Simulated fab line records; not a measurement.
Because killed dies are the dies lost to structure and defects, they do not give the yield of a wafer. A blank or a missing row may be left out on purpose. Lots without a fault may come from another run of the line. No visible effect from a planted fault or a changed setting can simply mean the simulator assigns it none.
Problem report, 8D (eight disciplines) form, completed by code :: flow n5 finfet :: the parts of the form that need people (team, actions taken, sign-off) are left out

## 1. PROBLEM STATEMENT
killed_at_M4_up at N5_PASSIVATION_PROBE_49 reads a mean of 56 on 3 wafers of 2 lots; wafers without a fault read 14 with a standard deviation of 5.2. That puts it +8.1 standard deviations away from the usual mean.
First observed at day 19 16:58: wafer L375.4, on prober-01. The record holds 3 wafers of 2 lots with a number at this step. The rule behind "out" and "out of limits": a value lying over 4 standard deviations away from the usual mean. All remaining wafers that have a number are taken as sound.

## 2. WHAT THIS IS AND IS NOT
question: which readings at this step
is: killed_at_M4_up
is not: killed at front end, killed at other, killed open, sort_bin_6_memory

question: which lots
is: L375, L376
is not: -

question: which wafers of those lots
is: all that have a number
is not: -

question: read on which tools
is: prober-01
is not: -

question: when
is: from day 19 16:58
is not: up to then (0 sound wafers)

## 3. SUSPECTS, AND WHAT RULES EACH OUT
Counting: a tool stays on the suspect list if, at a process step up to the reading, it processed all lots that are out and no sound lot following the first of them.
- rie diel-04 at N5_BEOL_M12_ETCH_38 (etches SiCN in CF4/N2, target depth 68.7 nm, time 73.4 s): kept. It ran every lot that is out, first L375 (day 18 07:05), and no sound lot after that.
- prober-01 at N5_PASSIVATION_PROBE_49: kept. It ran every lot that is out, first L375 (day 19 16:58), and no sound lot after that. Out on those wafers are its own readings of killed_at_M4_up.
Left after counting: rie diel-04 at N5_BEOL_M12_ETCH_38, prober-01 at N5_PASSIVATION_PROBE_49.

## 4. THE CAUSE (what the simulator had put in)
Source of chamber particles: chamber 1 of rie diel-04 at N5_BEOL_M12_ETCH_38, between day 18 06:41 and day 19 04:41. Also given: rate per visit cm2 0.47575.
Counting left 2 suspects, and this tool is among them.

## 5. THE CHAIN OF EFFECTS, in route order
Rows list readings where the struck wafers' mean (over those with a number) sits beyond 3 standard deviations from the usual. Only readings for which the record gives a usual standard deviation are gone through. hours: the time from each lot's start at the first step in this table that gives one to its start at this step, as a median over the lots. sigmas: the change in usual standard deviations.
hours: 0
step: N5_PASSIVATION_PROBE_49
reading: killed_at_M4_up
usual: 14
on struck wafers: 56
change: +42
sigmas: +8.1

hours: 0
step: N5_PASSIVATION_PROBE_49
reading: killed dies
usual: 105
on struck wafers: 154
change: +49
sigmas: +3.0

hours: 0
step: N5_PASSIVATION_PROBE_49
reading: killed on rim
usual: 14
on struck wafers: 31
change: +17
sigmas: +3.9
The process steps in it:
- N5_PASSIVATION_PROBE_49

## 6. HOW IT WOULD HAVE BEEN CAUGHT EARLIER
In this record no reading fell out of limits until day 19 16:58, 34 hours after the fault had begun at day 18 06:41.
Of the tool readings at N5_BEOL_M12_ETCH_38 for which the record gives a usual standard deviation, none was out on any struck wafer, so an alarm limit of 4 standard deviations on them would not have fired.
The start of N5_BEOL_M12_ETCH_38 on rie diel-04 came by day 19 16:58 for every one of the lots that are out (2). Holding the tool at that point would not have protected any of them.
